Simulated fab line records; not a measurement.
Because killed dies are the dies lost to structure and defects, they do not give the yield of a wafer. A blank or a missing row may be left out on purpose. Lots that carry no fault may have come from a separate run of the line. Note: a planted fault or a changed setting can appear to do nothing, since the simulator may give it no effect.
fab line records    flow n5_finfet
record: lots: 10  wafers: 30  last_day: 19
route steps=1938 shown GATE_CUT@504 BEOL_M4@1111
lots that met no fault: from a run of the same line without faults
start_h: start of the lot's first displayed wafer, in hours after the record's first day    wait_h: how many hours have passed since the lot's step before this one    " as in the row above    L1.1+2: a single row standing in for several wafers    - either no value or no given start    * or withheld: withheld    < > ~ a bound
route shown NAME@n: a module of which the file shows steps, and the number in the route of the first    usual: average and standard deviation across the fault-free wafers    same: alike in all rows    chamber/n: place in a boat    sites: each site's reading    _std_site: standard deviation of those values    _edge_site: inner sites' mean taken away from outer sites' mean    radius_mm: for every site, how far away it sits from the centre of the wafer    mask NAME#n: copy n    behind: the most recent tool/chamber to have shaped the wafer    hold: cause of the lot's hold/its duration in hours/its outcome    device: transistor that didn't switch, given as n, p or np    end of line: the route-end tests of the same wafers    a step with no rows: only its recipe    killed: dies lost to structure and defects at the first sort, not the wafer's yield    map: a wafer's dies, marking killed ones x, the rest . and places with no die _
set.NAME: setting as actually run; set.NAME@STEP: the setting as run at that earlier step    model.NAME: the simulator's own value behind a step, which no gauge read
the route's steps for a sample of lots (tables are steps, rows are wafers)
services: a tool's chamber out of use, with start hour (start_h, from the record's first day; less than 0 if before it), hours out, and reason
== steps ==
step: N5_GATE_CUT_VAPOR_ETCH_48
recipe: chemistry: BCl3/Cl2  target: TiN  mode: isotropic
usual: drypump_motor_current_A: 5.96/0.12  oes_product_au: 0.80/0.11
lot.wafer  tool          chamber  start_h  wait_h  drypump_motor_current_A  oes_product_au
L932.1     rie_metal-01  1        98.06    0.0     5.90                     0.89
L932.2     "             0        "        "       6.03                     0.66
L932.4     "             1        "        "       5.91                     0.89
L934.1     rie_metal-01  1        108.41   0.0     5.92                     0.88
L934.4     "             1        "        "       5.90                     0.88
L934.6     "             0        "        "       6.04                     0.66
L936.1     rie_metal-02  1        121.65   0.0     5.84                     0.80
L936.3     "             1        "        "       5.82                     0.80
L936.5     "             0        "        "       6.16                     0.82
L939.3     rie_metal-02  0        138.51   0.0     6.17                     0.81
L939.4     "             1        "        "       5.82                     0.79
L939.5     "             1        "        "       5.84                     0.80
L940.2     rie_metal-01  0        144.18   0.0     6.05                     0.65
L940.4     "             1        "        "       5.88                     0.86
L940.5     "             1        "        "       5.90                     0.85
L941.2     rie_metal-01  1        151.43   0.0     5.90                     0.85
L941.3     "             0        "        "       6.02                     0.65
L941.4     "             1        "        "       5.89                     0.85
L946.2     rie_metal-01  0        179.09   0.1     6.04                     0.65
L946.3     "             0        "        "       6.03                     0.65
L946.6     "             0        "        "       6.04                     0.65
L949.3     rie_metal-03  1        207.23   0.0     5.94                     0.94
L949.4     "             0        "        "       5.82                     0.93
L949.5     "             0        "        "       5.77                     0.95
L951.4     rie_metal-01  0        218.63   0.0     6.03                     0.64
L951.5     "             1        "        "       5.91                     0.85
L951.6     "             0        "        "       6.04                     0.64
L953.1     rie_metal-03  0        228.78   0.0     5.79                     0.92
L953.2     "             1        "        "       5.96                     0.93
L953.5     "             0        "        "       5.77                     0.92
step: N5_GATE_CUT_VAPOR_ETCH_49
recipe: chemistry: BCl3/Cl2  target: TiAlC  mode: isotropic
usual: drypump_motor_current_A: 5.96/0.12  oes_product_au: 0.80/0.11
lot.wafer  tool          chamber  start_h  wait_h  drypump_motor_current_A  oes_product_au
L932.1     rie_metal-01  1        98.10    0.0     5.95                     0.89
L932.2     "             0        "        "       6.03                     0.66
L932.4     "             1        "        "       5.90                     0.90
L934.1     rie_metal-01  1        108.44   0.0     5.89                     0.88
L934.4     "             1        "        "       5.88                     0.90
L934.6     "             0        "        "       6.04                     0.66
L936.1     rie_metal-02  1        121.68   0.0     5.80                     0.79
L936.3     "             1        "        "       5.81                     0.80
L936.5     "             0        "        "       6.14                     0.81
L939.3     rie_metal-02  0        138.54   0.0     6.16                     0.80
L939.4     "             1        "        "       5.82                     0.78
L939.5     "             1        "        "       5.79                     0.78
L940.2     rie_metal-01  0        144.21   0.0     6.03                     0.65
L940.4     "             1        "        "       5.93                     0.85
L940.5     "             1        "        "       5.91                     0.86
L941.2     rie_metal-01  1        151.46   0.0     5.91                     0.85
L941.3     "             0        "        "       6.05                     0.65
L941.4     "             1        "        "       5.92                     0.86
L946.2     rie_metal-01  0        179.15   0.1     6.03                     0.65
L946.3     "             0        "        "       6.03                     0.65
L946.6     "             0        "        "       6.03                     0.64
L949.3     rie_metal-03  1        207.26   0.0     5.95                     0.94
L949.4     "             0        "        "       5.77                     0.93
L949.5     "             0        "        "       5.78                     0.94
L951.4     rie_metal-01  0        218.66   0.0     6.04                     0.64
L951.5     "             1        "        "       5.92                     0.84
L951.6     "             0        "        "       6.06                     0.64
L953.1     rie_metal-03  0        228.81   0.0     5.79                     0.93
L953.2     "             1        "        "       5.95                     0.94
L953.5     "             0        "        "       5.79                     0.92
step: N5_GATE_CUT_ALD_22
recipe: material: SiNx  target_thk_a: 160  temp_c: 400  ald_precursor_family: SiH2I2  ald_co_reactant: N2/H2-plasma  pulse_time_s: 1  ald_cycles: 320  purge_time_s: 2  co_reactant_purge_time_s: 2  pressure_torr: 2
usual: heater_power_w: 839/97  precursor_pulse_height_rel: 0.997/0.021
same: co_reactant_purge_time_s: 2
lot.wafer  tool        chamber  start_h  wait_h  heater_power_w  precursor_pulse_height_rel
L932.1     ald_sin-03  2        98.36    0.0     784             1.005
L932.2     "           0        "        "       698             1.021
L932.4     "           3        "        "       772             0.963
L934.1     ald_sin-03  1        108.67   0.0     823             0.993
L934.4     "           3        "        "       775             0.993
L934.6     "           3        "        "       784             1.030
L936.1     ald_sin-02  2        121.92   0.0     1080            1.002
L936.3     "           0        "        "       826             0.989
L936.5     "           2        "        "       1078            0.991
L939.3     ald_sin-01  1        138.80   0.0     897             0.990
L939.4     "           0        "        "       757             1.020
L939.5     "           3        "        "       855             1.030
L940.2     ald_sin-03  0        144.58   0.2     714             1.013
L940.4     "           2        "        "       804             0.979
L940.5     "           2        "        "       809             0.971
L941.2     ald_sin-02  3        151.69   0.0     848             1.055
L941.3     "           2        "        "       1073            0.999
L941.4     "           1        "        "       890             1.021
L946.2     ald_sin-03  1        179.44   0.0     846             0.988
L946.3     "           2        "        "       793             0.949
L946.6     "           1        "        "       840             1.013
L949.3     ald_sin-02  3        207.50   0.0     862             1.014
L949.4     "           0        "        "       850             1.003
L949.5     "           1        "        "       849             0.996
L951.4     ald_sin-03  2        218.88   0.0     800             1.004
L951.5     "           2        "        "       810             1.022
L951.6     "           1        "        "       852             0.988
L953.1     ald_sin-02  2        229.04   0.0     1091            0.996
L953.2     "           1        "        "       882             0.992
L953.5     "           3        "        "       842             1.006
step: N5_GATE_CUT_CMP_23
recipe: stop_on: SiO2  t_overpolish_s: 23.4  post_cmp_clean: alkaline_brush  down_force_psi: 2.5  platen_rpm: 51.8  pad_velocity_m_s: 1.0307  target_thk_nm: 16
usual: head_pressure_psi: 2.500/0.0057  motor_current_A: 8.6/1.1  overpolish_run_s: 23.400/0.0089  time_to_endpoint_s: 19.6/1.9
same: t_overpolish_s: 23.4
lot.wafer  tool    chamber  start_h  wait_h  head_pressure_psi  motor_current_A  overpolish_run_s  time_to_endpoint_s
L932.4     cmp-03  1        99.86    0.8     2.503              8.6              23.382            17.3
L932.2     "       2        "        "       2.502              10.3             23.399            19.4
L932.1     "       0        "        "       2.491              7.3              23.397            19.6
L934.4     cmp-03  3        110.16   0.8     2.496              8.9              23.401            19.0
L934.1     "       2        "        "       2.501              10.6             23.393            22.7
L934.6     "       0        "        "       2.498              7.3              23.399            21.1
L936.1     cmp-03  2        123.41   0.8     2.497              11.0             23.412            19.2
L936.3     "       1        "        "       2.497              8.9              23.409            19.7
L936.5     "       3        "        "       2.498              8.8              23.406            17.8
L939.3     cmp-02  3        140.36   0.8     2.493              8.0              23.401            15.7
L939.4     "       0        "        "       2.506              8.7              23.416            16.6
L939.5     "       1        "        "       2.499              9.3              23.401            18.1
L940.2     cmp-03  0        146.11   0.8     2.194              7.1              23.398            21.8
L940.4     "       2        "        "       2.505              10.9             23.410            19.3
L940.5     "       3        "        "       2.497              9.1              23.399            18.4
L941.4     cmp-03  0        153.18   0.8     2.196              6.9              23.414            18.1
L941.3     "       1        "        "       2.505              8.8              23.392            18.2
L941.2     "       3        "        "       2.498              8.7              23.399            19.7
L946.2     cmp-01  0        180.92   0.8     2.504              7.4              23.394            22.8
L946.3     "       3        "        "       2.487              7.4              23.403            23.1
L946.6     "       0        "        "       2.498              7.5              23.420            23.5
L949.3     cmp-02  1        208.99   0.8     2.502              9.7              23.381            16.4
L949.4     "       2        "        "       2.486              8.7              23.386            19.5
L949.5     "       2        "        "       2.491              8.3              23.403            21.5
L951.4     cmp-02  1        220.41   0.8     2.501              9.7              23.428            19.4
L951.5     "       0        "        "       2.499              8.3              23.399            17.7
L951.6     "       1        "        "       2.495              9.8              23.387            19.5
L953.2     cmp-02  3        230.53   0.8     2.513              8.1              23.396            20.4
L953.1     "       1        "        "       2.485              9.8              23.413            20.6
L953.5     "       0        "        "       2.497              8.8              23.391            19.2
step: N5_BEOL_M4_RC_MEAS_101
usual: DIBL_N: 36.6/1.3  DIBL_P: 36.4/1.4  IOFF_N: 0.167/0.023  IOFF_P: 0.219/0.029  ION_N: 678/8.7  ION_P: 464/6.4  SS_N: 71.5/0.53  SS_P: 73.4/0.57  VT_N: 248.5/2.8  VT_P: -249/3.1
lot.wafer  tool       chamber  start_h  wait_h  DIBL_N[mV/V]  DIBL_P[mV/V]  IOFF_N[nA/um]  IOFF_P[nA/um]  ION_N[uA/um]  ION_P[uA/um]  SS_N[mV/dec]  SS_P[mV/dec]  VT_N[mV]  VT_P[mV]
L932.1     prober-02  0        196.22   0.0     35.3          33.7          0.136          0.182          658           455           70.3          73.0          255.9     -250
L932.2     "          0        "        "       34.1          32.7          0.125          0.170          659           458           70.5          72.9          253.4     -250
L932.4     "          0        "        "       34.1          33.6          0.129          0.179          668           458           70.8          72.8          253.7     -251
L934.1     prober-02  0        202.92   0.0     37.2          36.1          0.166          0.233          688           471           71.8          73.2          247.2     -245
L934.4     "          0        "        "       37.2          35.8          0.158          0.233          691           470           71.2          73.9          246.0     -245
L934.6     "          0        "        "       39.4          38.8          0.219          0.279          702           477           71.9          74.0          242.7     -246
L936.1     prober-02  0        226.52   0.0     39.2          38.2          0.191          0.240          684           465           72.3          73.7          248.0     -246
L936.3     "          0        "        "       37.6          36.8          0.175          0.219          681           464           72.0          72.9          247.0     -248
L936.5     "          0        "        "       38.4          37.3          0.176          0.224          684           466           72.6          73.1          248.2     -246
L941.2     prober-01  0        254.85   0.2     34.9          36.0          0.157          0.243          675           467           71.3          73.4          252.5     -242
L941.3     "          0        "        "       34.1          34.6          0.154          0.216          678           468           71.1          72.9          248.4     -246
L941.4     "          0        "        "       34.5          35.8          0.158          0.238          681           472           71.1          73.4          249.7     -247
L940.2     prober-01  0        283.34   0.2     34.9          34.7          0.144          0.182          674           460           71.2          72.9          250.8     -253
L940.4     "          0        "        "       36.6          36.5          0.170          0.208          669           458           71.6          73.3          247.6     -249
L940.5     "          0        "        "       34.6          34.2          0.131          0.178          665           461           70.7          72.7          249.1     -251
L939.3     prober-01  0        300.31   0.3     35.0          35.7          0.166          0.218          672           460           71.2          72.8          247.8     -251
L939.4     "          0        "        "       37.5          38.7          0.216          0.273          671           466           71.8          73.4          248.1     -248
L939.5     "          0        "        "       36.5          37.6          0.195          0.262          671           469           71.5          74.1          247.5     -249
L946.2     prober-01  0        317.16   0.2     36.7          35.2          0.151          0.167          675           448           72.3          73.0          250.5     -255
L946.3     "          0        "        "       36.8          37.2          0.157          0.193          674           460           71.7          73.3          248.2     -254
L946.6     "          0        "        "       35.3          35.2          0.133          0.169          665           453           71.6          72.5          251.8     -252
L949.3     prober-01  0        330.29   0.3     36.4          36.8          0.165          0.212          667           458           71.5          73.0          246.2     -250
L949.4     "          0        "        "       37.5          38.0          0.173          0.237          670           463           71.5          73.5          247.3     -248
L949.5     "          0        "        "       37.3          37.8          0.172          0.228          668           461           71.3          73.2          247.1     -251
L953.1     prober-02  0        351.41   0.0     36.2          37.2          0.160          0.197          679           461           71.8          72.2          248.6     -252
L953.2     "          0        "        "       36.1          36.6          0.153          0.182          676           457           71.3          72.6          251.2     -250
L953.5     "          0        "        "       35.8          36.3          0.151          0.179          679           460           70.9          72.6          250.6     -252
L951.4     prober-01  0        351.61   0.5     37.1          39.1          0.171          0.247          674           463           72.1          73.3          249.8     -248
L951.5     "          0        "        "       37.7          38.4          0.176          0.233          675           465           72.4          73.7          250.0     -248
L951.6     "          0        "        "       36.9          38.3          0.168          0.222          678           466           71.7          73.8          252.3     -251
== services ==
tool          chamber  start_h  hours  kind
cmp-02        -        84.72    3.1    pm
ald_sin-02    -        85.54    14.0   pm
ald_sin-02    0        85.54    14.0   vent_cycle
ald_sin-02    1        85.54    14.0   vent_cycle
ald_sin-02    2        85.54    14.0   vent_cycle
ald_sin-02    3        85.54    14.0   vent_cycle
ald_sin-02    0        99.54    -      clean
ald_sin-02    1        99.54    -      clean
ald_sin-02    2        99.54    -      clean
cmp-03        -        113.28   7.0    pm
cmp-02        -        113.89   4.0    pm
ald_sin-02    1        121.26   3.1    repair
rie_metal-03  -        132.77   14.6   pm
cmp-01        -        141.80   2.4    repair
ald_sin-02    1        154.93   13.9   repair
cmp-03        -        162.99   4.0    pm
rie_metal-01  1        177.48   3.6    repair
ald_sin-02    3        182.80   13.9   repair
cmp-03        -        188.84   1.4    repair
cmp-02        -        192.28   1.1    repair
rie_metal-01  -        192.91   1.4    pm
rie_metal-02  0        207.82   1.5    repair
ald_sin-01    -        211.62   0.5    repair
ald_sin-02    0        225.75   11.5   repair
== key ==
first_sign: step: N5_GATE_CUT_CMP_23  reading: head_pressure_psi  direction: down  sigmas: 54  usual: 2.500  struck: 2.195
effect none on later readings
met_at N5_GATE_CUT_CMP_23
struck_lots L940,L941
struck_wafers L940.2,L941.4
not_acting_at N5_GATE_CUT_VAPOR_ETCH_48,N5_GATE_CUT_VAPOR_ETCH_49,N5_GATE_CUT_ALD_22
onset_between 110.16 146.11
fault: kind: process_parameter_drift  tool: cmp-03  chamber: 0  onset_h: 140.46  steps: N5_GATE_CUT_CMP_23  channel: down_force_psi  offset: -0.30171  shape: step  end_h: 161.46  acts_in: these_recipes_only  stated: 2.5
